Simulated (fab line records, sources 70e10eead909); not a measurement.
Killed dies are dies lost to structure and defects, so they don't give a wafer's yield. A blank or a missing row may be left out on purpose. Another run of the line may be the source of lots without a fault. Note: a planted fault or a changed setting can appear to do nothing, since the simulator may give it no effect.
Matching of chambers | flow nand harc | pecvd-03 running NHARC_P_GATE_DEP_103: 3 sister chambers
The step deposits SiON, target thk 30 nm. 18 wafers are shown with their chamber, then 9 later ones without.

## WAFERS WITH THEIR CHAMBER
wafer  | chamber | heater power w (W)
L076.1 | 0       | 658
L076.2 | 1       | 778
L076.6 | 2       | 875
L077.3 | 0       | 660
L077.5 | 1       | 749
L077.6 | 0       | 660
L079.2 | 1       | 696
L079.4 | 1       | 695
L079.5 | 0       | 690
L085.2 | 1       | 676
L085.5 | 0       | 564
L085.6 | 1       | 665
L088.3 | 2       | 954
L088.4 | 1       | 612
L088.5 | 0       | 591
L090.3 | 1       | 692
L090.4 | 1       | 678
L090.6 | 0       | 577

SIGNATURES (averages over the wafers above)
reading        | chamber 0 | chamber 1 | chamber 2 | scatter within a chamber
heater power w | 628.57    | 693.44    | 914.50    | 49.1
Rule: a wafer's distance from a chamber is the root of the sum, over the readings, of the square of ((its reading less the chamber's mean) divided by the reading's scatter). The wafer belongs to the nearest chamber; if the next one is less than 2 further off, it can't be placed. The scatter: the root of (the sum of the squares of (reading less its chamber's mean) over the shown wafers, divided by (wafers less chambers)).

## WAFERS WITH NO CHAMBER GIVEN
wafer  | heater power w (W)
L091.1 | 708
L091.2 | 865
L091.4 | 595
L092.1 | 634
L092.3 | 935
L092.5 | 651
L096.2 | 859
L096.5 | 856
L096.6 | 673

## THE CHAMBER EACH PASSED THROUGH
wafer  | from the rows above     | in truth
L091.1 | can't be placed: 1 or 0 | 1
L091.2 | 2                       | 2
L091.4 | can't be placed: 0 or 1 | 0
L092.1 | can't be placed: 0 or 1 | 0
L092.3 | 2                       | 2
L092.5 | can't be placed: 0 or 1 | 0
L096.2 | 2                       | 2
L096.5 | 2                       | 2
L096.6 | can't be placed: 1 or 0 | 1
Correct placement for 4 of the 9. Can't be placed from these rows: 5 (the true chamber is among the candidates in 5). 0 placed wrongly.
